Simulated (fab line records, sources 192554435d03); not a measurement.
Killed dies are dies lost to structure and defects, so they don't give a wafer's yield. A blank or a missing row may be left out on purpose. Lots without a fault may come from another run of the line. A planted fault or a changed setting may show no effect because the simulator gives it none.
Chamber matching | flow n5_finfet | N5_BEOL_M7_DEP_56 on pecvd-04: 3 sister chambers
The step deposits SiCN from 3MS/NH3, target thk 10 nm, time 17.5 s. 3 wafers are shown with their chamber, then 9 later ones without.

WAFERS WITH THEIR CHAMBER
wafer  | chamber | showerhead_plenum_p_Torr (Torr)
L086.5 | 1       | 3.666
L090.5 | 0       | 3.651
L090.6 | 2       | 3.672

WAFERS WITHOUT THEIR CHAMBER
wafer  | showerhead_plenum_p_Torr (Torr)
L092.2 | 3.681
L092.5 | 3.651
L092.6 | 3.673
L095.1 | 3.670
L095.5 | 3.662
L095.6 | 3.636
L097.1 | 3.641
L097.4 | 3.670
L097.5 | 3.645

WHICH CHAMBER EACH WENT THROUGH
wafer  | from the rows above          | in truth
L092.2 | can't be placed: 2 or 1      | 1
L092.5 | 0                            | 0
L092.6 | can't be placed: 2 or 1      | 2
L095.1 | can't be placed: 2 or 1      | 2
L095.5 | can't be placed: 1 or 2 or 0 | 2
L095.6 | 0                            | 0
L097.1 | 0                            | 0
L097.4 | can't be placed: 2 or 1      | 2
L097.5 | 0                            | 0
Placed correctly: 4 of 9. Can't be placed from these rows: 5 (the true chamber is among the candidates in 5). Placed wrongly: 0.
How it was worked out, from the rows above alone: a wafer's distance from a chamber is the root of the sum, over the readings, of the square of ((its reading less the chamber's mean) divided by the reading's scatter). The wafer belongs to the nearest chamber; if the next one is less than 2 further off, it can't be placed. A chamber's mean is the mean of its shown wafers. The scatter: with one shown wafer a chamber, the root of the mean of the squares of how far each hidden wafer lies from its nearest shown one.
